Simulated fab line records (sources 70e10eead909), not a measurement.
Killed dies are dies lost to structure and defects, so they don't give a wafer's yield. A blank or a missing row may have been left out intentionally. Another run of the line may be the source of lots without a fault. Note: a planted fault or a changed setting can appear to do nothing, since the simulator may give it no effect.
fab line records	flow nand-harc
record: lots: 24	wafers: 72	last-day: 25
route steps=1159 shown A_CONTACT@910 A_M1@1037
lots that met no fault: from a run of the same line without faults
start-h: start of the lot's first displayed wafer, in hours after the record's first day	wait-h: how many hours have passed since the lot's step before this one	" repeats the value in the row above	L1.1+2: one row covering several wafers at once	- no value, or no start given	* or withheld: withheld	< > ~ a bound
route shown NAME@n: names a module that has steps shown in the file, with the first one's number in the route	usual: the fault-free wafers' mean and standard deviation	same: alike in all rows	chamber/n: place in a boat	sites: per-site readings	_std_site: how widely they spread, as a standard deviation	_edge_site: inner sites' mean taken away from outer sites' mean	radius-mm: how far each site lies from the wafer's centre	mask NAME#n: copy n	behind: tool/chamber where the wafer was last shaped	hold: why the lot went on hold/how many hours it stayed there/how the hold came to an end	device: the transistor (n, p or np) that didn't switch	end of line: the same wafers' tests at the end of the route	where a step has no rows: the recipe by itself	killed: at the first sort, the dies lost to defects and structure; wafer yield is something else	map: dies across one wafer; x = killed, . = not, _ = none there
set.NAME: the setting that was run; set.NAME@STEP: the one run at that earlier step	model.NAME: the simulator's own value behind a step, which no gauge read
one table for each step of the route and one row for each wafer, over a sample of lots
services: when a tool's chamber went out of use (start-h, in hours from the record's first day, below 0 if earlier), for how many hours, and the reason
== steps ==
step: NHARC_A_CONTACT_ETCH_130
recipe: source-w: withheld	pressure-mtorr: 20	bias-v: 1200	time-s: 155	target-depth-a: 9560	ar-flow-sccm: withheld	c4f8-flow-sccm: withheld	o2-flow-sccm: withheld	chemistry: C4F8/O2/Ar
lot.wafer	tool	chamber	start-h	wait-h	rf-hours-counter-h
L074.4	har-cap-etch-03	0	386.78	0.1	-
L074.5	"	1	"	"	-
L074.6	"	0	"	"	-
L078.2	har-cap-etch-01	0	387.49	0.1	59
L078.5	"	0	"	"	-
L078.6	"	1	"	"	-
L075.3	har-cap-etch-02	1	390.93	0.1	-
L075.6	"	0	"	"	-
L075.5	"	1	"	"	-
L076.1	har-cap-etch-03	1	397.69	0.1	85
L076.4	"	0	"	"	-
L076.6	"	0	"	"	-
L077.1	har-cap-etch-01	1	405.81	0.1	63
L077.3	"	1	"	"	-
L077.5	"	0	"	"	-
L079.2	har-cap-etch-03	0	410.89	0.1	87
L079.1	"	1	"	"	87
L079.6	"	0	"	"	-
L081.4	har-cap-etch-01	0	418.96	0.1	-
L081.3	"	1	"	"	-
L081.6	"	1	"	"	-
L080.2	har-cap-etch-02	0	424.32	0.1	19
L080.1	"	1	"	"	19
L080.3	"	0	"	"	-
L082.1	har-cap-etch-03	1	435.43	0.1	92
L082.4	"	0	"	"	-
L082.5	"	0	"	"	-
L084.1	har-cap-etch-02	1	437.91	0.1	21
L084.4	"	0	"	"	-
L084.5	"	1	"	"	-
L083.2	har-cap-etch-01	0	438.67	0.1	68
L083.4	"	1	"	"	-
L083.5	"	0	"	"	-
L088.4	har-cap-etch-03	1	466.42	0.1	-
L088.5	"	1	"	"	-
L088.6	"	0	"	"	-
L086.1	har-cap-etch-02	0	467.11	0.1	24
L086.2	"	1	"	"	24
L086.3	"	0	"	"	-
L087.4	har-cap-etch-03	0	473.27	0.1	-
L087.6	"	0	"	"	-
L087.5	"	1	"	"	-
L085.4	har-cap-etch-03	0	480.77	0.1	-
L085.6	"	0	"	"	-
L085.5	"	1	"	"	-
L090.2	har-cap-etch-01	1	484.07	0.1	75
L090.4	"	0	"	"	-
L090.5	"	0	"	"	-
L093.2	har-cap-etch-01	0	487.61	0.1	76
L093.1	"	1	"	"	76
L093.3	"	1	"	"	-
L091.2	har-cap-etch-03	1	496.77	0.1	102
L091.4	"	1	"	"	-
L091.6	"	1	"	"	-
L095.2	har-cap-etch-01	1	498.13	0.1	78
L095.4	"	1	"	"	-
L095.6	"	1	"	"	-
L092.2	har-cap-etch-02	1	503.91	0.1	31
L092.3	"	1	"	"	-
L092.6	"	0	"	"	-
L089.1	har-cap-etch-01	1	505.28	0.1	81
L089.3	"	0	"	"	-
L089.6	"	0	"	"	-
L094.1	har-cap-etch-01	1	508.92	0.1	82
L094.4	"	0	"	"	-
L094.6	"	1	"	"	-
L097.2	har-cap-etch-01	0	513.50	0.1	84
L097.1	"	1	"	"	84
L097.6	"	1	"	"	-
L096.2	har-cap-etch-03	0	515.31	0.1	107
L096.3	"	1	"	"	-
L096.5	"	0	"	"	-
step: NHARC_A_CONTACT_ETCH_132
recipe: source-w: withheld	pressure-mtorr: 20	bias-v: 1200	time-s: 156	target-depth-a: 9580	ar-flow-sccm: withheld	c4f8-flow-sccm: withheld	o2-flow-sccm: withheld	chemistry: C4F8/O2/Ar
lot.wafer	tool	chamber	start-h	wait-h	rf-hours-counter-h
L074.4	har-cap-etch-03	0	387.07	0.1	-
L074.5	"	1	"	"	-
L074.6	"	0	"	"	-
L078.2	har-cap-etch-01	0	387.77	0.1	59
L078.5	"	0	"	"	-
L078.6	"	1	"	"	-
L075.3	har-cap-etch-02	1	391.21	0.1	-
L075.6	"	0	"	"	-
L075.5	"	1	"	"	-
L076.1	har-cap-etch-03	1	397.98	0.1	85
L076.4	"	0	"	"	-
L076.6	"	0	"	"	-
L077.1	har-cap-etch-01	1	406.09	0.1	64
L077.3	"	1	"	"	-
L077.5	"	0	"	"	-
L079.2	har-cap-etch-03	0	411.18	0.1	88
L079.1	"	1	"	"	88
L079.6	"	0	"	"	-
L081.4	har-cap-etch-01	0	419.24	0.1	-
L081.3	"	1	"	"	-
L081.6	"	1	"	"	-
L080.2	har-cap-etch-02	0	424.61	0.1	19
L080.1	"	1	"	"	19
L080.3	"	0	"	"	-
L082.1	har-cap-etch-03	1	435.72	0.1	92
L082.4	"	0	"	"	-
L082.5	"	0	"	"	-
L084.1	har-cap-etch-02	1	438.19	0.1	21
L084.4	"	0	"	"	-
L084.5	"	1	"	"	-
L083.2	har-cap-etch-01	0	438.96	0.1	68
L083.4	"	1	"	"	-
L083.5	"	0	"	"	-
L088.4	har-cap-etch-03	1	466.71	0.1	-
L088.5	"	1	"	"	-
L088.6	"	0	"	"	-
L086.1	har-cap-etch-02	0	467.39	0.1	25
L086.2	"	1	"	"	25
L086.3	"	0	"	"	-
L087.4	har-cap-etch-03	0	473.55	0.1	-
L087.6	"	0	"	"	-
L087.5	"	1	"	"	-
L085.4	har-cap-etch-03	0	481.06	0.1	-
L085.6	"	0	"	"	-
L085.5	"	1	"	"	-
L090.2	har-cap-etch-01	1	484.35	0.1	75
L090.4	"	0	"	"	-
L090.5	"	0	"	"	-
L093.2	har-cap-etch-01	0	487.89	0.1	76
L093.1	"	1	"	"	76
L093.3	"	1	"	"	-
L091.2	har-cap-etch-03	1	497.05	0.1	103
L091.4	"	1	"	"	-
L091.6	"	1	"	"	-
L095.2	har-cap-etch-01	1	498.41	0.1	79
L095.4	"	1	"	"	-
L095.6	"	1	"	"	-
L092.2	har-cap-etch-02	1	504.19	0.1	32
L092.3	"	1	"	"	-
L092.6	"	0	"	"	-
L089.1	har-cap-etch-01	1	505.56	0.1	81
L089.3	"	0	"	"	-
L089.6	"	0	"	"	-
L094.1	har-cap-etch-01	1	509.20	0.1	83
L094.4	"	0	"	"	-
L094.6	"	1	"	"	-
L097.2	har-cap-etch-01	0	513.78	0.1	84
L097.1	"	1	"	"	84
L097.6	"	1	"	"	-
L096.2	har-cap-etch-03	0	515.59	0.1	107
L096.3	"	1	"	"	-
L096.5	"	0	"	"	-
step: NHARC_A_CONTACT_ETCH_139
recipe: source-w: withheld	pressure-mtorr: 20	bias-v: 400	time-s: 137	target-depth-a: 5900	ar-flow-sccm: withheld	c4f8-flow-sccm: 11.5	o2-flow-sccm: 7.2	chemistry: C4F8/O2/Ar
lot.wafer	tool	chamber	start-h	wait-h	rf-hours-counter-h
L074.4	har-cap-etch-03	0	392.77	0.2	-
L074.5	"	1	"	"	-
L074.6	"	0	"	"	-
L078.2	har-cap-etch-01	0	395.08	0.1	61
L078.6	"	1	"	"	-
L078.5	"	0	"	"	-
L075.3	har-cap-etch-02	1	397.17	0.2	-
L075.6	"	0	"	"	-
L075.5	"	1	"	"	-
L076.1	har-cap-etch-02	1	403.70	0.1	15
L076.4	"	0	"	"	-
L076.6	"	0	"	"	-
L077.1	har-cap-etch-01	1	415.28	0.1	65
L077.3	"	1	"	"	-
L077.5	"	1	"	"	-
L079.1	har-cap-etch-03	1	417.86	0.1	89
L079.2	"	0	"	"	89
L079.6	"	0	"	"	-
L081.4	har-cap-etch-01	1	425.07	0.1	-
L081.3	"	0	"	"	-
L081.6	"	0	"	"	-
L080.2	har-cap-etch-01	0	433.50	0.1	67
L080.1	"	1	"	"	67
L080.3	"	0	"	"	-
L082.1	har-cap-etch-03	0	442.59	0.1	93
L082.4	"	0	"	"	-
L082.5	"	1	"	"	-
L084.1	har-cap-etch-02	0	443.94	0.1	22
L084.4	"	1	"	"	-
L084.5	"	0	"	"	-
L083.2	har-cap-etch-01	0	445.50	0.1	69
L083.4	"	1	"	"	-
L083.5	"	1	"	"	-
L088.4	har-cap-etch-01	0	475.24	0.1	-
L088.6	"	0	"	"	-
L088.5	"	1	"	"	-
L086.2	har-cap-etch-03	0	475.47	0.1	98
L086.1	"	1	"	"	98
L086.3	"	1	"	"	-
L087.4	har-cap-etch-02	1	480.14	0.2	-
L087.5	"	0	"	"	-
L087.6	"	1	"	"	-
L085.4	har-cap-etch-02	1	490.34	0.2	-
L085.6	"	0	"	"	-
L085.5	"	1	"	"	-
L090.2	har-cap-etch-02	0	493.83	0.1	29
L090.4	"	1	"	"	-
L090.5	"	1	"	"	-
L093.1	har-cap-etch-03	0	499.02	0.1	103
L093.2	"	1	"	"	103
L093.3	"	0	"	"	-
L091.2	har-cap-etch-03	0	504.80	0.1	104
L091.4	"	0	"	"	-
L091.6	"	1	"	"	-
L095.2	har-cap-etch-02	0	506.88	0.1	33
L095.4	"	0	"	"	-
L095.6	"	1	"	"	-
L092.2	har-cap-etch-03	0	512.86	0.1	106
L092.3	"	0	"	"	-
L092.6	"	0	"	"	-
L089.1	har-cap-etch-02	0	514.01	0.1	34
L089.3	"	0	"	"	-
L089.6	"	0	"	"	-
L094.1	har-cap-etch-02	1	515.33	0.1	35
L094.4	"	1	"	"	-
L094.6	"	0	"	"	-
L097.2	har-cap-etch-02	1	521.11	0.1	36
L097.1	"	0	"	"	36
L097.6	"	1	"	"	-
L096.2	har-cap-etch-03	0	522.37	0.1	108
L096.3	"	1	"	"	-
L096.5	"	0	"	"	-
step: NHARC_A_CONTACT_ALD_18
recipe: target-thk-a: 30	pulse-time-s: 1	ald-cycles: 150	temp-c: 450	material: TiN
usual: heater-power-w: 1049/130	precursor-pulse-height-rel: 1.001/0.021
lot.wafer	tool	chamber	start-h	wait-h	heater-power-w	precursor-pulse-height-rel
L074.6	ald-metal-03	2	394.43	-	1101	1.001
L074.5	"	0	"	"	1161	0.982
L074.4	"	1	"	"	1104	0.974
L078.2	ald-metal-02	0	397.18	-	1044	0.980
L078.6	"	1	"	"	1293	1.006
L078.5	"	2	"	"	949	1.017
L075.3	ald-metal-01	1	398.73	-	1025	0.986
L075.6	"	0	"	"	915	1.012
L075.5	"	1	"	"	1000	1.015
L076.1	ald-metal-03	2	405.23	-	1078	1.012
L076.4	"	2	"	"	1096	0.988
L076.6	"	2	"	"	1116	1.013
L077.1	ald-metal-02	1	416.93	-	1308	0.989
L077.3	"	2	"	"	907	0.987
L077.5	"	3	"	"	870	1.016
L079.1	ald-metal-02	3	419.58	-	869	1.015
L079.2	"	1	"	"	1282	0.995
L079.6	"	0	"	"	1035	0.965
L081.3	ald-metal-02	3	427.03	-	878	1.018
L081.4	"	2	"	"	920	0.988
L081.6	"	0	"	"	1054	0.999
L080.1	ald-metal-03	3	435.17	-	1036	0.988
L080.2	"	1	"	"	1088	0.987
L080.3	"	2	"	"	1112	0.985
L082.1	ald-metal-02	0	444.28	-	1045	0.966
L082.4	"	3	"	"	855	1.019
L082.5	"	1	"	"	1312	0.968
L084.1	ald-metal-02	2	445.63	-	924	1.059
L084.4	"	3	"	"	885	1.012
L084.5	"	0	"	"	1033	1.031
L083.2	ald-metal-01	0	447.09	-	913	1.046
L083.4	"	3	"	"	992	1.019
L083.5	"	0	"	"	940	1.010
L088.4	ald-metal-02	3	476.80	-	890	1.030
L088.6	"	1	"	"	1277	1.006
L088.5	"	2	"	"	921	1.015
L086.1	ald-metal-01	2	478.48	-	1045	0.975
L086.2	"	0	"	"	885	0.981
L086.3	"	1	"	"	1066	1.020
L087.4	ald-metal-03	2	481.68	-	1091	1.005
L087.6	"	3	"	"	1047	1.001
L087.5	"	0	"	"	1188	0.997
L085.4	ald-metal-02	3	492.62	-	867	1.019
L085.5	"	3	"	"	883	0.992
L085.6	"	0	"	"	1038	0.985
L090.2	ald-metal-03	1	495.56	-	1119	1.017
L090.4	"	2	"	"	1085	1.002
L090.5	"	3	"	"	1041	1.001
L093.2	ald-metal-02	2	500.58	-	941	1.002
L093.3	"	0	"	"	1033	0.997
L093.1	"	1	"	"	1274	0.991
L091.2	ald-metal-01	3	506.52	-	1016	0.977
L091.4	"	0	"	"	905	1.021
L091.6	"	3	"	"	992	0.970
L095.4	ald-metal-02	1	508.73	-	1300	1.027
L095.2	"	0	"	"	1043	0.987
L095.6	"	2	"	"	930	1.022
L092.3	ald-metal-01	0	514.60	-	876	1.027
L092.2	"	3	"	"	987	0.991
L092.6	"	1	"	"	1071	1.033
L089.1	ald-metal-02	3	515.61	-	861	1.017
L089.3	"	0	"	"	1035	1.017
L089.6	"	0	"	"	996	1.030
L094.4	ald-metal-03	0	517.01	-	1148	0.981
L094.1	"	1	"	"	1128	0.973
L094.6	"	1	"	"	1177	1.049
L097.2	ald-metal-03	1	523.02	-	1165	0.992
L097.1	"	2	"	"	1103	0.986
L097.6	"	2	"	"	1087	0.987
L096.2	ald-metal-01	3	523.97	-	984	1.013
L096.3	"	0	"	"	916	0.988
L096.5	"	1	"	"	1073	1.025
step: NHARC_A_M1_OVL_MEAS_10
recipe: pitch-nm: 240
usual: overlay-x-nm: -0.1/0.8	overlay-y-nm: -0.1/0.66
lot.wafer	tool	chamber	start-h	wait-h	overlay-x-nm	overlay-y-nm
L074.4	overlay-02	-	410.56	-	-1.2	-0.1
L074.5	"	-	"	"	-0.9	0.8
L074.6	"	-	"	"	-0.4	0.4
L078.2	overlay-02	-	412.20	-	-0.6	-1.0
L078.5	"	-	"	"	-0.5	-1.3
L078.6	"	-	"	"	-0.8	-0.2
L075.3	overlay-02	-	412.81	-	-0.7	0.8
L075.5	"	-	"	"	-1.2	1.1
L075.6	"	-	"	"	-0.8	0.5
L076.1	overlay-01	-	415.91	-	0.5	-0.4
L076.4	"	-	"	"	0.5	-0.1
L076.6	"	-	"	"	0.4	-0.4
L077.1	overlay-02	-	432.23	-	1.7	0.2
L077.3	"	-	"	"	1.7	0.8
L077.5	"	-	"	"	0.9	0.4
L079.1	overlay-02	-	433.30	-	-0.4	0.5
L079.2	"	-	"	"	-0.4	0.5
L079.6	"	-	"	"	-0.3	0.8
L081.3	overlay-01	-	437.75	-	0.7	-0.6
L081.4	"	-	"	"	0.7	0.2
L081.6	"	-	"	"	1.0	-0.6
L080.1	overlay-02	-	445.60	-	1.0	0.0
L080.2	"	-	"	"	0.5	-0.4
L080.3	"	-	"	"	1.0	-0.7
L082.1	overlay-02	-	464.82	-	0.4	-0.4
L082.4	"	-	"	"	0.3	-0.6
L082.5	"	-	"	"	0.7	-0.3
L084.1	overlay-01	-	467.52	-	-1.2	-0.7
L084.4	"	-	"	"	-0.9	-1.0
L084.5	"	-	"	"	-0.6	-1.1
L083.2	overlay-01	-	467.92	-	-1.5	-1.0
L083.4	"	-	"	"	-1.8	-0.7
L083.5	"	-	"	"	-1.7	-1.0
L088.4	overlay-02	-	494.42	-	-1.2	0.5
L088.5	"	-	"	"	-1.5	0.5
L088.6	"	-	"	"	-0.8	0.2
L086.1	overlay-02	-	503.19	-	-0.9	0.4
L086.2	"	-	"	"	-1.7	0.1
L086.3	"	-	"	"	-0.5	0.4
L087.4	overlay-01	-	503.65	-	0.1	-0.2
L087.5	"	-	"	"	0.0	0.1
L087.6	"	-	"	"	0.4	0.3
L085.4	overlay-01	-	508.78	-	0.0	-0.2
L085.5	"	-	"	"	0.5	-0.3
L085.6	"	-	"	"	0.2	-0.4
L090.2	overlay-02	-	509.39	-	1.7	1.8
L090.4	"	-	"	"	0.3	1.1
L090.5	"	-	"	"	1.2	1.4
L093.1	overlay-01	-	511.57	-	0.2	0.6
L093.2	"	-	"	"	0.5	-0.4
L093.3	"	-	"	"	0.2	-0.4
L091.2	overlay-02	-	516.95	-	-1.0	0.0
L091.4	"	-	"	"	-0.8	-0.6
L091.6	"	-	"	"	-0.2	0.1
L095.2	overlay-02	-	518.92	-	-0.8	-0.4
L095.4	"	-	"	"	0.2	-0.3
L095.6	"	-	"	"	-0.4	-0.3
L092.2	overlay-01	-	529.07	-	-0.7	1.3
L092.3	"	-	"	"	0.0	0.5
L092.6	"	-	"	"	0.5	1.0
L089.1	overlay-01	-	529.29	-	0.4	-0.2
L089.3	"	-	"	"	-0.1	0.0
L089.6	"	-	"	"	0.0	-0.4
L094.1	overlay-02	-	532.15	-	0.5	-0.2
L094.4	"	-	"	"	0.4	-0.6
L094.6	"	-	"	"	-0.1	-0.6
L097.1	overlay-01	-	537.40	-	0.8	-0.8
L097.2	"	-	"	"	0.7	-0.5
L097.6	"	-	"	"	0.9	-1.0
L096.2	overlay-02	-	537.68	-	-0.3	-0.3
L096.3	"	-	"	"	-0.5	-0.2
L096.5	"	-	"	"	-0.1	-0.5
step: NHARC_A_M1_INSPECT_11
usual: raw-defect-count: 30/15
lot.wafer	tool	chamber	start-h	wait-h	raw-defect-count
L074.4	defect-inspect-02	-	410.59	0.0	26
L074.5	"	-	"	"	22
L074.6	"	-	"	"	16
L078.2	defect-inspect-02	-	412.24	0.0	35
L078.5	"	-	"	"	41
L078.6	"	-	"	"	34
L075.3	defect-inspect-01	-	412.85	0.0	14
L075.5	"	-	"	"	11
L075.6	"	-	"	"	8
L076.1	defect-inspect-01	-	415.95	0.0	21
L076.4	"	-	"	"	19
L076.6	"	-	"	"	25
L077.1	defect-inspect-02	-	432.26	0.0	7
L077.3	"	-	"	"	11
L077.5	"	-	"	"	8
L079.1	defect-inspect-02	-	433.34	0.0	44
L079.2	"	-	"	"	43
L079.6	"	-	"	"	24
L081.3	defect-inspect-02	-	437.79	0.0	18
L081.4	"	-	"	"	13
L081.6	"	-	"	"	14
L080.1	defect-inspect-02	-	445.63	0.0	32
L080.2	"	-	"	"	26
L080.3	"	-	"	"	25
L082.1	defect-inspect-01	-	464.86	0.0	20
L082.4	"	-	"	"	25
L082.5	"	-	"	"	16
L084.1	defect-inspect-01	-	467.56	0.0	15
L084.4	"	-	"	"	19
L084.5	"	-	"	"	16
L083.2	defect-inspect-02	-	467.96	0.0	45
L083.4	"	-	"	"	42
L083.5	"	-	"	"	42
L088.4	defect-inspect-02	-	494.45	0.0	30
L088.5	"	-	"	"	32
L088.6	"	-	"	"	33
L086.1	defect-inspect-01	-	503.23	0.0	10
L086.2	"	-	"	"	15
L086.3	"	-	"	"	15
L087.4	defect-inspect-01	-	503.68	0.0	42
L087.5	"	-	"	"	43
L087.6	"	-	"	"	39
L085.4	defect-inspect-02	-	508.81	0.0	28
L085.5	"	-	"	"	30
L085.6	"	-	"	"	35
L090.2	defect-inspect-02	-	509.43	0.0	58
L090.4	"	-	"	"	51
L090.5	"	-	"	"	51
L093.1	defect-inspect-02	-	511.61	0.0	22
L093.2	"	-	"	"	16
L093.3	"	-	"	"	14
L091.2	defect-inspect-02	-	516.99	0.0	15
L091.4	"	-	"	"	17
L091.6	"	-	"	"	21
L095.2	defect-inspect-02	-	518.95	0.0	44
L095.4	"	-	"	"	32
L095.6	"	-	"	"	27
L092.2	defect-inspect-01	-	529.11	0.0	53
L092.3	"	-	"	"	59
L092.6	"	-	"	"	56
L089.1	defect-inspect-02	-	529.33	0.0	24
L089.3	"	-	"	"	31
L089.6	"	-	"	"	31
L094.1	defect-inspect-01	-	532.19	0.0	62
L094.4	"	-	"	"	45
L094.6	"	-	"	"	52
L097.1	defect-inspect-02	-	537.44	0.0	28
L097.2	"	-	"	"	19
L097.6	"	-	"	"	20
L096.2	defect-inspect-02	-	537.71	0.0	44
L096.3	"	-	"	"	55
L096.5	"	-	"	"	40
== services ==
tool	chamber	start-h	hours	kind
ald-metal-02	-	364.00	10.0	pm
ald-metal-02	0	364.00	10.0	vent-cycle
ald-metal-02	1	364.00	10.0	vent-cycle
ald-metal-02	2	364.00	10.0	vent-cycle
ald-metal-02	3	364.00	10.0	vent-cycle
ald-metal-03	-	373.89	0.6	repair
ald-metal-02	0	374.00	-	clean
ald-metal-02	1	374.00	-	clean
ald-metal-02	2	374.00	-	clean
ald-metal-02	3	374.00	-	clean
ald-metal-01	2	402.72	64.0	repair
ald-metal-03	1	402.96	13.7	repair
har-cap-etch-01	-	427.59	2.5	repair
ald-metal-01	-	458.01	10.0	pm
ald-metal-01	-	469.65	0.4	repair
ald-metal-03	-	500.00	10.0	pm
ald-metal-03	0	500.00	10.0	vent-cycle
ald-metal-03	1	500.00	10.0	vent-cycle
ald-metal-03	2	500.00	10.0	vent-cycle
ald-metal-03	3	500.00	10.0	vent-cycle
ald-metal-03	0	510.00	-	clean
ald-metal-03	1	510.00	-	clean
ald-metal-03	2	510.00	-	clean
ald-metal-03	3	510.00	-	clean
== key ==
fault none
